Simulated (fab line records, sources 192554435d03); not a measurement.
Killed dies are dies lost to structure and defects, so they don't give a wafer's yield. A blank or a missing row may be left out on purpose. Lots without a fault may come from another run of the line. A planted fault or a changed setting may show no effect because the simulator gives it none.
fab line records | flow n5_finfet
record lots=5 wafers=15 last_day=16
route steps=1938 shown BEOL_M4@1099 BEOL_M5@1112 BEOL_M11@1558 PASSIVATION@1936
lots that met no fault: from a run of the same line without faults
start_h: hours from the record's first day to the start of the lot's first wafer shown | wait_h: hours since the lot's step before | " the same as in the row above | L1.1+2: a row that stands for several wafers | - no value, or no start given | * or withheld: withheld | < > ~ a bound
route shown NAME@n: a module of which the file shows steps, and the number in the route of the first | usual: mean/standard deviation of fault-free wafers | same: alike in all rows | chamber/n: place in a boat | sites: the reading at each site | _std_site: their standard deviation | _edge_site: outer sites' mean less inner sites' | radius_mm: how far each site lies from the wafer's centre | mask NAME#n: copy n | behind: the tool/chamber that last shaped the wafer | hold: why the lot was held/for how many hours/how that ended | device: the transistor (n, p or np) that didn't switch | end of line: the same wafers' tests at the end of the route | a step without rows: its recipe alone | killed: dies lost to structure and defects at the first sort, not the wafer's yield | map: a wafer's dies, x killed, . not, _ none there
set.NAME: the setting as run; set.NAME@STEP: as run at that earlier step | model.NAME: the simulator's own value behind a step, which no gauge read
lots at some steps of the route; a table a step, a row a wafer
services: from which hour (start_h, from the record's first day; less than 0 if before it) a tool's chamber was out of use, for how many hours, and why
## steps
# step N5_BEOL_M4_ANNEAL_95
# recipe temp_c=400 time_s=240 ambient=vacuum
# step N5_BEOL_M4_SPUTTER_96
# recipe material=Cu target_thk_a=45 temp_c=-20 chamber_pressure_pa=0.07 power_w=withheld time_s=8.29
# step N5_BEOL_M4_ECD_50
# recipe material=Cu target_thk_a=3000
# step N5_BEOL_M4_ANNEAL_51
# recipe temp_c=225 time_s=90 ambient=N2
# step N5_BEOL_M4_CMP_52
# recipe stop_on=SiOC t_overpolish_s=6.8 down_force_psi=1 platen_rpm=50 clearing_platen_down_force_psi=1.5 clearing_platen_rpm=50 post_cmp_clean=cu_alkaline target_thk_nm=40 clearing_platen_pad_velocity_m_s=0.99484 pad_velocity_m_s=0.99484
# step N5_BEOL_M4_PRE_CLEAN_60
# recipe gas=NH3/H2 time_s=15 temp_c=* rf_power_w=300
# step N5_BEOL_M4_CO_CAP_55
# recipe material=Co target_thk_a=20 temp_c=200 precursor=CCTBA/H2 pressure_torr=30 time_s=102.1
# step N5_BEOL_M4_PRE_CLEAN_56
# recipe gas=NH3 time_s=15 temp_c=withheld rf_power_w=300
# step N5_BEOL_M4_DEP_57
# recipe material=SiCN target_thk_a=80 temp_c=withheld precursor=3MS/NH3 pressure_torr=3 rf_w=202 time_s=14
# step N5_BEOL_M4_RC_MEAS_101
# usual DIBL_N=36.3/1.4 DIBL_P=35.7/1.5 IOFF_N=0.155/0.022 IOFF_P=0.204/0.027 ION_N=671/9 ION_P=459/6.2 SS_N=71.5/0.54 SS_P=73.1/0.56 VT_N=250.2/2.6 VT_P=-251/3.3
# columns lot.wafer tool chamber start_h wait_h DIBL_N[mV/V] DIBL_P[mV/V] IOFF_N[nA/um] IOFF_P[nA/um] ION_N[uA/um] ION_P[uA/um] SS_N[mV/dec] SS_P[mV/dec] VT_N[mV] VT_P[mV]
L956.1 prober-01 0 253.09 0.0 38.4 35.7 0.183 0.193 682 453 72.0 73.8 246.3 -253
L956.2 " 0 " " 35.8 34.0 0.140 0.165 666 454 71.2 72.9 252.3 -256
L956.3 " 0 " " 34.6 32.4 0.125 0.148 664 452 70.7 72.7 250.8 -256
L957.2 prober-02 0 255.85 0.2 38.9 37.2 0.175 0.230 674 462 72.1 74.7 249.2 -250
L957.5 " 0 " " 39.8 37.9 0.190 0.230 685 461 72.6 74.5 246.0 -248
L957.6 " 0 " " 38.5 36.8 0.157 0.217 666 462 71.8 73.4 250.3 -250
L954.1 prober-01 0 256.78 0.0 35.5 36.7 0.145 0.187 664 450 71.7 72.7 250.9 -253
L954.3 " 0 " " 35.4 36.0 0.151 0.178 672 458 71.2 72.8 249.7 -254
L954.6 " 0 " " 34.0 35.1 0.126 0.166 662 452 71.0 72.9 252.4 -254
L960.1 prober-01 0 274.32 0.0 35.4 35.2 0.139 0.192 674 453 71.2 73.7 252.0 -251
L960.4 " 0 " " 38.4 37.3 0.197 0.237 677 459 72.3 73.3 249.3 -250
L960.5 " 0 " " 34.9 34.4 0.131 0.195 666 458 71.2 72.7 251.6 -250
L959.4 prober-01 0 280.43 0.5 38.0 37.0 0.169 0.237 677 462 71.2 73.1 248.3 -249
L959.5 " 0 " " 39.3 38.5 0.190 0.263 682 466 71.4 74.4 247.2 -248
L959.6 " 0 " " 38.9 38.2 0.177 0.254 675 462 71.7 73.8 249.5 -246
# step N5_BEOL_M5_ILD_DEP_00
# recipe material=SiCOH_lowk target_thk_a=1406.4 temp_c=300 precursor=DEMS/porogen pressure_torr=5 rf_w=500 time_s=25.9
# step N5_BEOL_M5_CURE_79
# recipe temp_c=385 time_s=240 ambient=He/Ar material=SiCOH_lowk
# step N5_BEOL_M5_PECVD_70
# recipe material=SiO2 target_thk_a=160 temp_c=400 precursor=TEOS/O2 pressure_torr=5.5 rf_w=450 teos_flow_sccm=53.8 gas=O2 flow_sccm=3000 time_s=18
# step N5_BEOL_M5_HM_DEP_02
# recipe material=TiN target_thk_a=200 temp_c=25 chamber_pressure_pa=0.49996
# step N5_BEOL_M5_COAT_59
# recipe resist=SOC temp_c=250 time_s=60 spin_rpm=1500 resist_thk_nm=60
# step N5_BEOL_M5_COAT_60
# recipe resist=SiARC temp_c=220 time_s=60 spin_rpm=1500 resist_thk_nm=12
# step N5_BEOL_M5_COAT_71
# recipe resist=underlayer temp_c=205 time_s=60 spin_rpm=1500 resist_thk_nm=5
# step N5_BEOL_M5_COAT_05
# recipe resist=CAR-EUV spin_rpm=1500 resist_thk_nm=30
# step N5_BEOL_M5_EBR_07
# recipe solvent=PGMEA ebr_width_mm=1.5
# step N5_BEOL_M5_SOFTBAKE_06
# recipe temp_c=110 time_s=60 resist=CAR-EUV
# step N5_BEOL_M5_EXPOSE_08
# recipe mask_id=M5 na=0.33 source_shape=annular sigma_inner=0.4 sigma_outer=0.8 polarization=unpolarized target_cd_nm=28 dose_mj=35.75
# step N5_BEOL_M5_PEB_09
# recipe peb_temp_c=100 peb_time_s=60 resist=CAR-EUV
# step N5_BEOL_M5_DEVELOP_10
# recipe develop_time_s=30 developer=TMAH resist=CAR-EUV rinse_liquid=surfactant_rinse dry=air_spin dev_temp_c=23
# step N5_BEOL_M5_DESCUM_16
# recipe chemistry=O2 time_s=7 source_power_w=50 bias_power_w=20 pressure_mtorr=20 rf_frequency_hz=2.712e+07 temp_c=40 resist=CAR-EUV o2_flow_sccm=225
# step N5_BEOL_M5_ETCH_72
# recipe chemistry=N2/H2 target=underlayer target_depth_a=65 mask_material=CAR-EUV time_s=5.2 ion_energy_ev=200 pressure_mtorr=30 source_w=840 bias_w=150 n2_flow_sccm=200 h2_flow_sccm=200 ends=cleared
# step N5_BEOL_M5_ETCH_61
# recipe chemistry=CF4 target=SiARC target_depth_a=156 mask_material=CAR-EUV time_s=26 ion_energy_ev=80 pressure_mtorr=40 source_w=545 bias_w=36 Ar_flow_sccm=100 cf4_flow_sccm=100 ends=cleared
# step N5_BEOL_M5_ETCH_62
# recipe chemistry=N2/H2 target=SOC target_depth_a=750 overetch_a=150 mask_material=SiARC temp_c=40 time_s=112.5 ion_energy_ev=200 pressure_mtorr=30 source_w=840 bias_w=150 n2_flow_sccm=200 h2_flow_sccm=200
# step N5_BEOL_M5_STRIP_63
# recipe chemistry=N2/H2 temp_c=40 n2_flow_sccm=200 h2_flow_sccm=200 rf_frequency_hz=6e+07
# step N5_BEOL_M5_STRIP_73
# recipe chemistry=N2/H2 temp_c=40 n2_flow_sccm=200 h2_flow_sccm=200 rf_frequency_hz=6e+07
# step N5_BEOL_M5_STRIP_64
# recipe chemistry=CF4 resist=SiARC power_w=300 bias_power_w=75 pressure_mtorr=50 cf4_flow_sccm=150 rf_frequency_hz=6e+07
# step N5_BEOL_M5_HM_OPEN_17
# recipe chemistry=Cl2/BCl3 target_depth_a=200 overetch_a=60 target=TiN mask_material=SOC ion_energy_ev=150 pressure_mtorr=10 icp_w=1000 bias_w=126 Cl2_flow_sccm=53.25 bcl3_flow_sccm=21.75 Ar_flow_sccm=25
# step N5_BEOL_M5_STRIP_19
# recipe chemistry=O2 power_w=400 temp_c=40 pressure_mtorr=30 rf_frequency_hz=6e+07 bias_power_w=0 overash_fraction=0.2 o2_flow_sccm=225
# step N5_BEOL_M5_COAT_65
# recipe resist=SOC temp_c=250 time_s=60 spin_rpm=1500 resist_thk_nm=60
# step N5_BEOL_M5_COAT_66
# recipe resist=SiARC temp_c=220 time_s=60 spin_rpm=1500 resist_thk_nm=12
# step N5_BEOL_M11_STRIP_19
# recipe chemistry=O2 power_w=400 temp_c=40 pressure_mtorr=30 rf_frequency_hz=6e+07 bias_power_w=0 overash_fraction=0.2 o2_flow_sccm=225
# usual bias_power_w=0/0 chamber_pressure_mTorr=30.00/0.033 drypump_motor_current_A=5.85/0.24 oes_product_au=0.81/0.092 overash_fraction=0.2/0 rf_vpp_V=3.7/0.65 showerhead_plenum_p_Torr=2.11/0.063 throttle_valve_pct=16.71/0.3
# columns lot.wafer tool chamber start_h wait_h bias_power_w chamber_pressure_mTorr drypump_motor_current_A oes_product_au overash_fraction rf_hours_counter_h rf_vpp_V showerhead_plenum_p_Torr throttle_valve_pct model.SOC_of_BEOL_M11_COAT_59.thk_nm
L956.1 rie_diel-06 2 309.53 0.1 - - - - - - - - - 91.8
L956.2 " 1 " " - - - - - - - - - 91.8
L956.3 " 0 " " - - - - - - - - - 92.2
L957.2 rie_diel-04 0 316.97 0.1 - - - - - - - - - 92
L957.5 " 2 " " - - - - - - - - - 92.2
L957.6 " 1 " " - - - - - - - - - 91.6
L954.1 rie_diel-02 2 317.11 0.1 - - - - - - - - - 92
L954.3 " 3 " " - - - - - - - - - 92.2
L954.6 " 2 " " - - - - - - - - - 92.4
L960.1 rie_diel-04 1 333.68 0.1 0 29.98 6.22 0.88 0.2 59 4.3 2.23 16.80 0
L960.4 " 0 " " 0 30.03 5.81 0.73 0.2 190 3.6 2.17 17.09 0
L960.5 " 3 " " 0 30.06 5.48 0.70 0.2 - 4.8 2.07 17.00 0
L959.4 rie_diel-02 1 336.76 0.1 0 29.95 5.88 0.94 0.2 5 4.0 2.05 16.60 0
L959.5 " 0 " " 0 30.03 6.11 0.71 0.2 - 3.5 2.08 17.01 0
L959.6 " 1 " " 0 29.99 5.88 0.94 0.2 - 4.1 2.05 16.64 0
# step N5_BEOL_M11_ETCH_66
# recipe chemistry=N2/H2 target=SOC target_depth_a=1200 overetch_a=240 mask_material=SiARC temp_c=40 time_s=180 ion_energy_ev=200 pressure_mtorr=30 source_w=840 bias_w=150 n2_flow_sccm=200 h2_flow_sccm=200
# usual drypump_motor_current_A=5.82/0.29 oes_product_au=0.64/0.066 rf_vpp_V=524.2/2.5 showerhead_plenum_p_Torr=2.55/0.083 throttle_valve_pct=17.9/0.31
# columns lot.wafer tool chamber start_h wait_h drypump_motor_current_A oes_product_au rf_hours_counter_h rf_vpp_V showerhead_plenum_p_Torr throttle_valve_pct model.etch.depth_nm
L956.1 rie_diel-04 3 310.47 0.0 5.47 0.71 241 522.5 2.51 18.3 143.3
L956.2 " 1 " " 6.26 0.88 50 527.6 2.69 18.0 146.2
L956.3 " 0 " " 5.84 0.75 182 526.9 2.64 18.3 143.2
L957.2 rie_diel-04 0 318.01 0.0 5.83 0.74 184 525.8 2.64 18.3 144.8
L957.5 " 2 " " 5.80 0.86 - 522.1 2.48 17.2 146.4
L957.6 " 1 " " 6.25 0.88 - 528.5 2.69 18.0 147.5
L954.1 rie_diel-04 1 318.47 0.0 6.26 0.88 53 528.4 2.69 18.0 147.1
L954.3 " 0 " " 5.87 0.73 185 526.6 2.64 18.3 142.7
L954.6 " 0 " " 5.86 0.74 - 526.1 2.64 18.3 143.3
L960.1 rie_diel-06 3 335.24 0.0 6.17 0.62 136 520.5 2.44 18.0 99.79
L960.4 " 0 " " 5.83 0.71 29 526.3 2.59 17.7 99.79
L960.5 " 1 " " 5.95 0.72 - 525.8 2.59 17.5 100
L959.4 rie_diel-04 1 337.83 0.1 6.25 0.70 - 526.9 2.69 18.0 100.4
L959.5 " 3 " " 5.45 0.57 - 522.3 2.50 18.2 100.5
L959.6 " 0 " " 5.84 0.60 - 526.7 2.64 18.3 100.3
# step N5_BEOL_M11_VIA_ETCH_34
# recipe chemistry=C4F6/O2 target=SiCOH_lowk target_depth_a=1845 mask_material=SOC taper_deg=4 time_s=69.2 ion_energy_ev=250 pressure_mtorr=30 source_w=345 bias_w=185 Ar_flow_sccm=300 C4F6_flow_sccm=10 O2_flow_sccm=10
# usual drypump_motor_current_A=5.82/0.29 oes_f_703_au=0.79/0.081 oes_product_au=0.79/0.087 rf_vpp_V=666/4.7 showerhead_plenum_p_Torr=2.85/0.088 throttle_valve_pct=20.98/0.29
# columns lot.wafer tool chamber start_h wait_h drypump_motor_current_A oes_f_703_au oes_product_au rf_hours_counter_h rf_vpp_V showerhead_plenum_p_Torr throttle_valve_pct
L956.1 rie_diel-04 3 310.59 0.0 5.47 0.71 0.26 241 661 2.81 21.01
L956.2 " 1 " " 6.27 0.88 0.33 50 668 3.01 20.87
L956.3 " 0 " " 5.84 0.75 0.28 182 667 2.93 21.06
L957.2 rie_diel-04 0 318.13 0.0 5.87 0.75 0.29 184 666 2.93 21.06
L957.5 " 2 " " 5.78 0.85 0.31 - 670 2.77 20.12
L957.6 " 1 " " 6.26 0.88 0.32 - 666 3.01 20.89
L954.1 rie_diel-04 1 318.60 0.0 6.24 0.87 0.32 53 669 3.01 20.89
L954.3 " 0 " " 5.85 0.75 0.27 185 665 2.93 21.06
L954.6 " 0 " " 5.83 0.75 0.28 - 667 2.93 21.08
L960.1 rie_diel-06 3 335.36 0.0 6.15 0.74 0.76 137 672 2.74 21.09
L960.4 " 0 " " 5.83 0.87 0.88 29 670 2.89 20.96
L960.5 " 1 " " 5.93 0.89 0.89 - 678 2.90 20.60
L959.4 rie_diel-04 1 337.92 0.0 6.26 0.87 0.87 - 667 3.00 21.05
L959.5 " 3 " " 5.48 0.72 0.70 - 659 2.80 21.18
L959.6 " 0 " " 5.84 0.74 0.74 - 666 2.93 21.24
# step N5_PASSIVATION_PROBE_49
# usual defect_limited_yield=91.0/1.5 killed_at_M0_to_M3=36/12 killed_at_M4_up=14/5.5 killed_at_contacts=11/4.8 killed_at_front_end=42/12 killed_at_other=3.7/2.7 killed_dies=106/18 killed_on_rim=13/4.5 killed_open=70/13 killed_short=35/8.2 sort_bin_5_function=5.3/1 sort_bin_6_memory=3.3/0.69 sort_n_pass=1074/18 sort_yield_pct=91.0/1.5
# same gross_dies=1180 killed_at_back_side=0 sort_bin_4_leakage[%]=0 sort_bin_8_speed[%]=0
# columns lot.wafer tool chamber start_h wait_h defect_limited_yield[%] killed_at_M0_to_M3 killed_at_M4_up killed_at_contacts killed_at_front_end killed_at_other killed_dies killed_on_rim killed_open killed_short sort_bin_5_function[%] sort_bin_6_memory[%] sort_n_pass sort_yield_pct[%]
L956.1 prober-01 - 348.59 0.1 0 60 1069 7 38 6 1180 152 69 47 96.5 3.0 0 0
L956.2 prober-01 - 348.64 0.1 0 35 1090 7 45 3 1180 152 70 39 95.9 3.8 0 0
L956.3 prober-01 - 348.69 0.2 0 43 1069 15 50 3 1180 152 76 45 96.4 3.2 0 0
L954.1 prober-01 - 361.63 0.0 0 40 1091 22 25 2 1180 152 78 26 95.6 4.2 0 0
L954.3 prober-01 - 361.73 0.1 0 40 1085 15 39 1 1180 152 96 28 96.7 3.0 0 0
L954.6 prober-01 - 361.88 0.3 0 34 1103 23 18 2 1180 152 72 21 96.8 3.1 0 0
L957.2 prober-01 - 363.69 0.1 0 20 1089 9 59 3 1180 152 67 36 96.8 2.8 0 0
L957.5 prober-01 - 363.84 0.2 0 35 1091 14 29 11 1180 152 65 40 95.9 3.9 0 0
L957.6 prober-01 - 363.89 0.3 0 42 1088 10 35 5 1180 152 73 39 96.2 3.5 0 0
# killed by level:class
L956.1 BEOL_M11:area_etch=1064 BEOL_M0_SAQP:geometric_particle:short=14 BEOL_M0_SAQP:geometric_particle:open=13 BEOL_M2:geometric_particle:open=12 STI_FIN_REVEAL:geometric_particle:open=9 BEOL_M1:geometric_particle:open=7 FIN_SAQP:geometric_particle:short=5 MOL_CONTACT_COAG:geometric_particle:open=5
L956.2 BEOL_M11:area_etch=1067 BEOL_M2:geometric_particle:open=13 STI_FIN_REVEAL:geometric_particle:open=12 GATE_CUT:geometric_particle:short=8 FIN_SAQP:geometric_particle:short=6 BEOL_M0_SAQP:geometric_particle:short=6 BEOL_M4:geometric_particle:open=6 MOL_CONTACT_COAG:geometric_particle:open=5
L956.3 BEOL_M11:area_etch=1059 STI_FIN_REVEAL:geometric_particle:open=15 BEOL_M2:geometric_particle:open=11 BEOL_M1:geometric_particle:open=11 MOL_CONTACT_COAG:geometric_particle:open=9 BEOL_M0_SAQP:geometric_particle:short=8 DUMMY_GATE:geometric_particle:open=7 GATE_CUT:geometric_particle:short=7
L954.1 BEOL_M11:area_etch=1073 MOL_CONTACT_COAG:geometric_particle:open=17 BEOL_M0_SAQP:geometric_particle:open=10 BEOL_M3:geometric_particle:open=9 STI_FIN_REVEAL:geometric_particle:open=8 BEOL_M0_SAQP:geometric_particle:short=8 BEOL_M2:geometric_particle:open=6 FIN_SAQP:geometric_particle:open=5
L954.3 BEOL_M11:area_etch=1053 BEOL_M4:geometric_particle:open=16 BEOL_M2:geometric_particle:open=16 MOL_CONTACT_COAG:geometric_particle:open=11 BEOL_M3:geometric_particle:open=9 STI_FIN_REVEAL:geometric_particle:open=7 BEOL_M1:geometric_particle:open=6 BEOL_M5:geometric_particle:open=6
L954.6 BEOL_M11:area_etch=1087 MOL_CONTACT_COAG:geometric_particle:open=16 BEOL_M4:geometric_particle:open=12 BEOL_M2:geometric_particle:open=11 BEOL_M3:geometric_particle:open=9 MOL_CONTACT_COAG:geometric_particle:short=7 FIN_SAQP:geometric_particle:short=4 BEOL_M0_SAQP:geometric_particle:open=4
L957.2 BEOL_M11:area_etch=1074 FIN_SAQP:geometric_particle:short=14 FIN_SAQP:geometric_particle:open=13 MOL_CONTACT_COAG:geometric_particle:open=9 BEOL_M0_SAQP:geometric_particle:short=9 GATE_CUT:geometric_particle:open=8 STI_FIN_REVEAL:geometric_particle:open=7 DUMMY_GATE:geometric_particle:open=6
L957.5 BEOL_M11:area_etch=1075 MOL_CONTACT_COAG:geometric_particle:open=11 BEOL_M0_SAQP:geometric_particle:open=10 FIN_SAQP:geometric_particle:short=7 BEOL_M2:geometric_particle:open=7 BEOL_M0_SAQP:geometric_particle:short=6 FIN_SAQP:geometric_particle:open=5 BEOL_M1:geometric_particle:open=5
L957.6 BEOL_M11:area_etch=1067 BEOL_M4:geometric_particle:open=13 BEOL_M0_SAQP:geometric_particle:short=11 BEOL_M0_SAQP:geometric_particle:open=9 BEOL_M2:geometric_particle:open=8 MOL_CONTACT_COAG:geometric_particle:open=7 FIN_SAQP:geometric_particle:short=6 STI_FIN_REVEAL:geometric_particle:open=6
# map L954.1 (x killed, . not)
_________________xxxxxxxxxxxx________________
______________xxxxxxxxxxxxxxxxxx_____________
___________xxxxxxxxxxxxxxxxxxxxxxxx__________
__________xxxxxxxxxxxxxxxxxxxxxxxxxx_________
________xxxxxxxxxxxxxxxxxxxxxxxxxxxxxx_______
_______xxxxxxxxxxxxxxxxxxxxxxxxxxxxxxxx______
______xxxxxxxxxxxxxxxxxxxxxxxxxxxxxxxxxx_____
_____xxxxxxxxxxxxxxxxxxxxxxxxxxxxxxxxxxxx____
____xxxxxxxxxxxxxxxxxxxxxxxxxxxxxxxxxxxxxx___
___xxxxxxxxxxxxxxxxxxxxxxxxxxxxxxxxxxxxxxxx__
___xxxxxxxxxxxxxxxxxxxxxxxxxxxxxxxxxxxxxxxx__
__xxxxxxxxxxxxxxxxxxxxxxxxxxxxxxxxxxxxxxxxxx_
__xxxxxxxxxxxxxxxxxxxxxxxxxxxxxxxxxxxxxxxxxx_
_xxxxxxxxxxxxxxxxxxxxxxxxxxxxxxxxxxxxxxxxxxxx
_xxxxxxxxxxxxxxxxxxxxxxxxxxxxxxxxxxxxxxxxxxxx
_xxxxxxxxxxxxxxxxxxxxxxxxxxxxxxxxxxxxxxxxxxxx
_xxxxxxxxxxxxxxxxxxxxxxxxxxxxxxxxxxxxxxxxxxxx
_xxxxxxxxxxxxxxxxxxxxxxxxxxxxxxxxxxxxxxxxxxxx
_xxxxxxxxxxxxxxxxxxxxxxxxxxxxxxxxxxxxxxxxxxxx
_xxxxxxxxxxxxxxxxxxxxxxxxxxxxxxxxxxxxxxxxxxxx
_xxxxxxxxxxxxxxxxxxxxxxxxxxxxxxxxxxxxxxxxxxxx
__xxxxxxxxxxxxxxxxxxxxxxxxxxxxxxxxxxxxxxxxxx_
__xxxxxxxxxxxxxxxxxxxxxxxxxxxxxxxxxxxxxxxxxx_
___xxxxxxxxxxxxxxxxxxxxxxxxxxxxxxxxxxxxxxxx__
___xxxxxxxxxxxxxxxxxxxxxxxxxxxxxxxxxxxxxxxx__
____xxxxxxxxxxxxxxxxxxxxxxxxxxxxxxxxxxxxxx___
_____xxxxxxxxxxxxxxxxxxxxxxxxxxxxxxxxxxxx____
______xxxxxxxxxxxxxxxxxxxxxxxxxxxxxxxxxx_____
_______xxxxxxxxxxxxxxxxxxxxxxxxxxxxxxxx______
________xxxxxxxxxxxxxxxxxxxxxxxxxxxxxx_______
__________xxxxxxxxxxxxxxxxxxxxxxxxxx_________
___________xxxxxxxxxxxxxxxxxxxxxxxx__________
______________xxxxxxxxxxxxxxxxxx_____________
_________________xxxxxxxxxxxx________________
# map L956.1 (x killed, . not)
_________________xxxxxxxxxxxx________________
______________xxxxxxxxxxxxxxxxxx_____________
___________xxxxxxxxxxxxxxxxxxxxxxxx__________
__________xxxxxxxxxxxxxxxxxxxxxxxxxx_________
________xxxxxxxxxxxxxxxxxxxxxxxxxxxxxx_______
_______xxxxxxxxxxxxxxxxxxxxxxxxxxxxxxxx______
______xxxxxxxxxxxxxxxxxxxxxxxxxxxxxxxxxx_____
_____xxxxxxxxxxxxxxxxxxxxxxxxxxxxxxxxxxxx____
____xxxxxxxxxxxxxxxxxxxxxxxxxxxxxxxxxxxxxx___
___xxxxxxxxxxxxxxxxxxxxxxxxxxxxxxxxxxxxxxxx__
___xxxxxxxxxxxxxxxxxxxxxxxxxxxxxxxxxxxxxxxx__
__xxxxxxxxxxxxxxxxxxxxxxxxxxxxxxxxxxxxxxxxxx_
__xxxxxxxxxxxxxxxxxxxxxxxxxxxxxxxxxxxxxxxxxx_
_xxxxxxxxxxxxxxxxxxxxxxxxxxxxxxxxxxxxxxxxxxxx
_xxxxxxxxxxxxxxxxxxxxxxxxxxxxxxxxxxxxxxxxxxxx
_xxxxxxxxxxxxxxxxxxxxxxxxxxxxxxxxxxxxxxxxxxxx
_xxxxxxxxxxxxxxxxxxxxxxxxxxxxxxxxxxxxxxxxxxxx
_xxxxxxxxxxxxxxxxxxxxxxxxxxxxxxxxxxxxxxxxxxxx
_xxxxxxxxxxxxxxxxxxxxxxxxxxxxxxxxxxxxxxxxxxxx
_xxxxxxxxxxxxxxxxxxxxxxxxxxxxxxxxxxxxxxxxxxxx
_xxxxxxxxxxxxxxxxxxxxxxxxxxxxxxxxxxxxxxxxxxxx
__xxxxxxxxxxxxxxxxxxxxxxxxxxxxxxxxxxxxxxxxxx_
__xxxxxxxxxxxxxxxxxxxxxxxxxxxxxxxxxxxxxxxxxx_
___xxxxxxxxxxxxxxxxxxxxxxxxxxxxxxxxxxxxxxxx__
___xxxxxxxxxxxxxxxxxxxxxxxxxxxxxxxxxxxxxxxx__
____xxxxxxxxxxxxxxxxxxxxxxxxxxxxxxxxxxxxxx___
_____xxxxxxxxxxxxxxxxxxxxxxxxxxxxxxxxxxxx____
______xxxxxxxxxxxxxxxxxxxxxxxxxxxxxxxxxx_____
_______xxxxxxxxxxxxxxxxxxxxxxxxxxxxxxxx______
________xxxxxxxxxxxxxxxxxxxxxxxxxxxxxx_______
__________xxxxxxxxxxxxxxxxxxxxxxxxxx_________
___________xxxxxxxxxxxxxxxxxxxxxxxx__________
______________xxxxxxxxxxxxxxxxxx_____________
_________________xxxxxxxxxxxx________________
## services
# columns tool chamber start_h hours kind
rie_diel-02 3 286.50 12.4 repair
rie_diel-02 1 298.96 - clean
rie_diel-02 1 298.96 - consumable_replace:focus_ring
rie_diel-02 1 298.96 24.0 scheduled_down
rie_diel-02 1 298.96 24.0 vent_cycle
rie_diel-04 2 300.05 8.2 repair
rie_diel-06 2 315.03 5.0 repair
rie_diel-04 2 334.34 3.7 repair
## key
first_sign step=N5_BEOL_M11_STRIP_19 reading=tool_record direction=missing
effect step=N5_BEOL_M11_VIA_ETCH_34 reading=oes_product_au direction=down sigmas=5.7 usual=0.79 struck=0.30
effect step=N5_PASSIVATION_PROBE_49 reading=killed_at_M4_up direction=up sigmas=99+ usual=14 struck=1086
model_effect step=N5_BEOL_M11_STRIP_19 value=SOC_of_BEOL_M11_COAT_59.thk_nm without=0 struck=92.02
model_effect step=N5_BEOL_M11_ETCH_66 value=etch.depth_nm without=100.2 struck=144.9
more_kills_born_at N5_BEOL_M11_ETCH_66@rie_diel-04=9619
met_at N5_BEOL_M11_STRIP_19
struck_wafers L954.1,L954.3,L954.6,L956.1,L956.2,L956.3,L957.2,L957.5,L957.6
later_rows_left_out L954.1,L954.3,L954.6,L956.1,L956.2,L956.3,L957.2,L957.5,L957.6
fault kind=skipped_step_whole tool=rie_diel-02,rie_diel-04,rie_diel-06 chamber=- onset_h=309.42 steps=N5_BEOL_M11_STRIP_19 scope=struck_lots_only
# later_rows_left_out: the simulator's readings of these wafers behind a module that went badly wrong aren't trusted and aren't shown, but for the sort
